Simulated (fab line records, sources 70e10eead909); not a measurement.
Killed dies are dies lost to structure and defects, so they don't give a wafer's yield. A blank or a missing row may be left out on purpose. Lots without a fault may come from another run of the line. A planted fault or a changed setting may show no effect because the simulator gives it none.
Which tool did it? | flow nand_harc | 11 lots, 33 wafers sampled, at 7 steps of a route of 1302

WHAT THE GAUGES READ, wafer by wafer
NHARC_P_CONTACT_CD_MEAS_12: target cd 90 nm. Usual: cd_nm 90.1 nm, standard deviation 0.8.
lot  | measured     | on        | cd_nm (nm)     | flag
L960 | day 6 03:26  | cd_sem-03 | 91.3 91.4 91.7 |
L961 | day 6 11:08  | cd_sem-01 | 89.5 89.7 88.8 |
L962 | day 6 16:40  | cd_sem-02 | 90.6 89.5 89.8 |
L964 | day 7 13:06  | cd_sem-01 | 89.0 89.7 89.2 |
L965 | day 8 01:48  | cd_sem-03 | 91.2 89.8 90.7 |
L971 | day 10 16:05 | cd_sem-02 | 79.6 80.1 79.3 | OFF
L973 | day 11 04:16 | cd_sem-03 | 81.2 81.1 82.5 | OFF
L976 | day 12 15:00 | cd_sem-02 | 89.8 88.7 91.4 |
L978 | day 13 06:28 | cd_sem-03 | 89.0 89.2 89.3 |
L979 | day 13 18:04 | cd_sem-01 | 90.5 90.2 91.5 |
L983 | day 15 07:53 | cd_sem-02 | 88.6 89.9 88.6 |

NHARC_P_CONTACT_CD_MEAS_19. Usual: cd_nm 89.8 nm, standard deviation 2.1.
lot  | measured     | on        | cd_nm (nm)     | flag
L960 | day 6 04:30  | cd_sem-03 | 90.0 90.1 95.5 |
L961 | day 6 12:12  | cd_sem-02 | 88.7 90.3 89.1 |
L962 | day 6 17:44  | cd_sem-01 | 86.6 93.0 87.8 |
L964 | day 7 14:09  | cd_sem-02 | 89.6 85.7 88.0 |
L965 | day 8 02:52  | cd_sem-01 | 92.3 88.9 88.8 |
L971 | day 10 17:08 | cd_sem-02 | 81.7 80.8 82.2 | OFF
L973 | day 11 05:20 | cd_sem-01 | 79.8 82.4 82.6 | OFF
L976 | day 12 16:04 | cd_sem-03 | 89.4 89.4 87.6 |
L978 | day 13 07:32 | cd_sem-03 | 92.8 84.3 88.7 |
L979 | day 13 19:07 | cd_sem-02 | 87.4 93.7 90.3 |
L983 | day 15 09:06 | cd_sem-03 | 87.9 87.2 90.6 |

NHARC_END_SORT_01. Usual: killed_at_array 54, standard deviation 21; killed_at_other 0.9, standard deviation 1.1; killed_at_periphery 3.5, standard deviation 2.5; killed_dies 58, standard deviation 21; killed_open 3.3, standard deviation 1.9; killed_short 2.6, standard deviation 1.8.
lot  | measured     | on        | killed_at_array | killed_at_other | killed_at_periphery | killed_dies | killed_open | killed_short | flag
L971 | day 29 21:07 | prober-02 | 41 34 39        | 0 2 0           | 6 6 3               | 47 42 42    | 5 3 1       | 3 5 1        |
L973 | day 30 09:29 | prober-01 | 58 53 56        | 2 0 1           | 21 13 6             | 81 66 63    | 1 5 6       | 1 1 5        | OFF

WHICH TOOL RAN EACH LOT (tool, then ch and the chambers of the sampled wafers, then the start)
lot  | NHARC_P_GATE_RTA_64              | NHARC_P_CONTACT_PEB_10            | NHARC_P_CONTACT_ETCH_36                       | NHARC_P_CONTACT_PVD_32
L960 | rtp_anneal-01 ch 0, day 6 00:32  | litho_track-04 ch 0, day 6 03:22  | rie_diel-05 ch 0,1,2, day 6 04:30 or earlier  | pvd_sputter-03, no start
L961 | rtp_anneal-01 ch 0, day 6 08:16  | litho_track-06 ch 0, day 6 11:04  | rie_diel-07 ch 0,1, day 6 12:12 or earlier    | pvd_sputter-02, no start
L962 | rtp_anneal-01 ch 0, day 6 13:52  | litho_track-06 ch 0, day 6 16:35  | rie_diel-05 ch 1,2,3, day 6 17:44 or earlier  | pvd_sputter-03, no start
L964 | rtp_anneal-01 ch 0, day 7 10:07  | litho_track-06 ch 0, day 7 13:01  | rie_diel-11 ch 0,3, day 7 14:09 or earlier    | pvd_sputter-03, no start
L965 | rtp_anneal-01 ch 0, day 7 22:56  | litho_track-04 ch 0, day 8 01:43  | rie_diel-07 ch 0,3, day 8 02:52 or earlier    | pvd_sputter-01, no start
L971 | rtp_anneal-02 ch 0, day 10 13:02 | litho_track-04 ch 0, day 10 15:59 | rie_diel-07 ch 2,3, day 10 17:08 or earlier   | pvd_sputter-02, day 29 21:07 or earlier
L973 | rtp_anneal-01 ch 0, day 10 23:59 | litho_track-04 ch 0, day 11 04:11 | rie_diel-11 ch 1,2,3, day 11 05:20 or earlier | pvd_sputter-02, day 30 09:29 or earlier
L976 | rtp_anneal-01 ch 0, day 12 12:17 | litho_track-01 ch 0, day 12 14:55 | rie_diel-11 ch 0,2,3, day 12 16:04 or earlier | pvd_sputter-01, no start
L978 | rtp_anneal-01 ch 0, day 13 03:43 | litho_track-01 ch 0, day 13 06:23 | rie_diel-05 ch 0,2,3, day 13 07:32 or earlier | pvd_sputter-01, no start
L979 | rtp_anneal-02 ch 0, day 13 15:13 | litho_track-01 ch 0, day 13 17:59 | rie_diel-05 ch 1,2,3, day 13 19:07 or earlier | pvd_sputter-01, no start
L983 | rtp_anneal-02 ch 0, day 15 05:04 | litho_track-06 ch 0, day 15 07:49 | rie_diel-07 ch 1,2, day 15 09:06 or earlier   | pvd_sputter-03, no start
- NHARC_P_GATE_RTA_64: time 1 s.
- NHARC_P_CONTACT_PEB_10: peb time 65 s.
- NHARC_P_CONTACT_ETCH_36: etches the open film in N2/H2, target depth 260 nm, time 406.25 s.
- NHARC_P_CONTACT_PVD_32: deposits Ti, target thk 5 nm, time 17.7 s.

WHAT THE TOOLS THEMSELVES READ (means of the sampled wafers that have a number; where no wafer has one, the mark that the record gives instead)
NHARC_P_GATE_RTA_64. Usual: lamp_power_pct 30.37 %, standard deviation 0.2; wafer_temp_C_max 1054.8, standard deviation 0.99.
lot  | tool          | lamp_power_pct (%) | wafer_temp_C_max | flag
L960 | rtp_anneal-01 | 30.53              | 1055.1           |
L961 | rtp_anneal-01 | 30.41              | 1054.5           |
L962 | rtp_anneal-01 | 30.55              | 1054.9           |
L964 | rtp_anneal-01 | 30.53              | 1055.0           |
L965 | rtp_anneal-01 | 30.52              | 1054.4           |
L971 | rtp_anneal-02 | 30.08              | 1055.6           |
L973 | rtp_anneal-01 | 30.54              | 1056.0           |
L976 | rtp_anneal-01 | 30.50              | 1055.9           |
L978 | rtp_anneal-01 | 30.48              | 1054.3           |
L979 | rtp_anneal-02 | 30.12              | 1055.1           |
L983 | rtp_anneal-02 | 30.08              | 1054.1           |

NHARC_P_CONTACT_PEB_10. Usual: heater_power_total_W 156.7 W, standard deviation 0.41.
lot  | tool           | heater_power_total_W (W) | flag
L960 | litho_track-04 | 156.7                    |
L961 | litho_track-06 | 156.8                    |
L962 | litho_track-06 | 156.9                    |
L964 | litho_track-06 | 156.7                    |
L965 | litho_track-04 | 156.4                    |
L971 | litho_track-04 | 183.5                    | OFF
L973 | litho_track-04 | 183.6                    | OFF
L976 | litho_track-01 | 156.5                    |
L978 | litho_track-01 | 156.9                    |
L979 | litho_track-01 | 157.1                    |
L983 | litho_track-06 | 156.3                    |

NHARC_P_CONTACT_ETCH_36. Usual: drypump_motor_current_A 5.74 A, standard deviation 0.28; oes_product_au 0.999 a.u., standard deviation 0.012; rf_vpp_V 431.3 V, standard deviation 2.4; showerhead_plenum_p_Torr 2.07 Torr, standard deviation 0.08; throttle_valve_pct 14.172 %, standard deviation 0.0079.
lot  | tool        | drypump_motor_current_A (A) | oes_product_au (a.u.) | rf_vpp_V (V) | showerhead_plenum_p_Torr (Torr) | throttle_valve_pct (%) | flag
L960 | rie_diel-05 | 5.78                        | 1.003                 | 433.4        | 2.14                            | 14.171                 |
L961 | rie_diel-07 | 5.68                        | 0.985                 | 431.3        | 2.08                            | 14.173                 |
L962 | rie_diel-05 | 5.70                        | 1.009                 | 431.8        | 2.10                            | 14.182                 |
L964 | rie_diel-11 | 6.10                        | 1.004                 | 431.5        | 2.08                            | 14.176                 |
L965 | rie_diel-07 | 5.65                        | 0.990                 | 431.1        | 2.05                            | 14.176                 |
L971 | rie_diel-07 | 6.05                        | 1.011                 | 433.2        | 2.10                            | 14.168                 |
L973 | rie_diel-11 | 5.53                        | 0.992                 | 428.3        | 2.00                            | 14.171                 |
L976 | rie_diel-11 | 5.86                        | 0.997                 | 430.3        | 2.05                            | 14.170                 |
L978 | rie_diel-05 | 5.63                        | 1.012                 | 432.1        | 2.10                            | 14.176                 |
L979 | rie_diel-05 | 5.68                        | 0.999                 | 431.6        | 2.09                            | 14.172                 |
L983 | rie_diel-07 | 6.11                        | 0.995                 | 433.3        | 2.14                            | 14.173                 |

NHARC_P_CONTACT_PVD_32. Usual: throttle_valve_pct 29.7 %, standard deviation 0.96.
lot  | tool           | throttle_valve_pct (%) | flag
L960 | pvd_sputter-03 | 29.7                   |
L961 | pvd_sputter-02 | 29.6                   |
L962 | pvd_sputter-03 | 29.9                   |
L964 | pvd_sputter-03 | 30.2                   |
L965 | pvd_sputter-01 | 30.0                   |
L971 | pvd_sputter-02 | 29.3                   |
L973 | pvd_sputter-02 | 29.1                   |
L976 | pvd_sputter-01 | 30.5                   |
L978 | pvd_sputter-01 | 30.9                   |
L979 | pvd_sputter-01 | 30.0                   |
L983 | pvd_sputter-03 | 30.6                   |

THE ANSWER, worked out from the rows above alone
Rule: a lot is off if the mean of its wafers that have a number lies more than 3 standard deviations from the usual mean. A lot without any number at a reading at which 4 lots or more have one is off too. The other lots that the step has rows for count as sound. The gauges are gone through in route order, then the tools' own readings, and for those a lot's mean is taken as printed above. The first step at which some lot is off is used, and at that step the reading that is off furthest; a lot without a number counts as furthest.
Off: L971, L973, at NHARC_P_CONTACT_CD_MEAS_12 (cd_nm).
A tool fits if, at a process step before that reading, it ran every lot that is off, and no sound lot after the first of them. The gauges at NHARC_P_CONTACT_CD_MEAS_12 aren't tried: what is off there is off at NHARC_P_CONTACT_PEB_10 too, on other tools, and a gauge's error can't cause that. One fits: litho_track-04 at NHARC_P_CONTACT_PEB_10. Its last sound lot is L965 (day 8 01:43), its first lot that is off L971 (day 10 15:59): a fault that began between those two fits.
The tool's own readings at NHARC_P_CONTACT_PEB_10 bear it out: on the lots that are off they differ by more than 5 times the standard deviation of the sound lots' means. heater_power_total_W reads 183.6 W there against 156.7 W on the sound lots.

WHAT THE SIMULATOR HAD PUT IN
Process parameter drift: litho_track-04, from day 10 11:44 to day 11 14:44, at NHARC_P_CONTACT_PEB_10. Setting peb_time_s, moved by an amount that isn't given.
Lots struck among those shown: L971, L973. The rule above found the same.
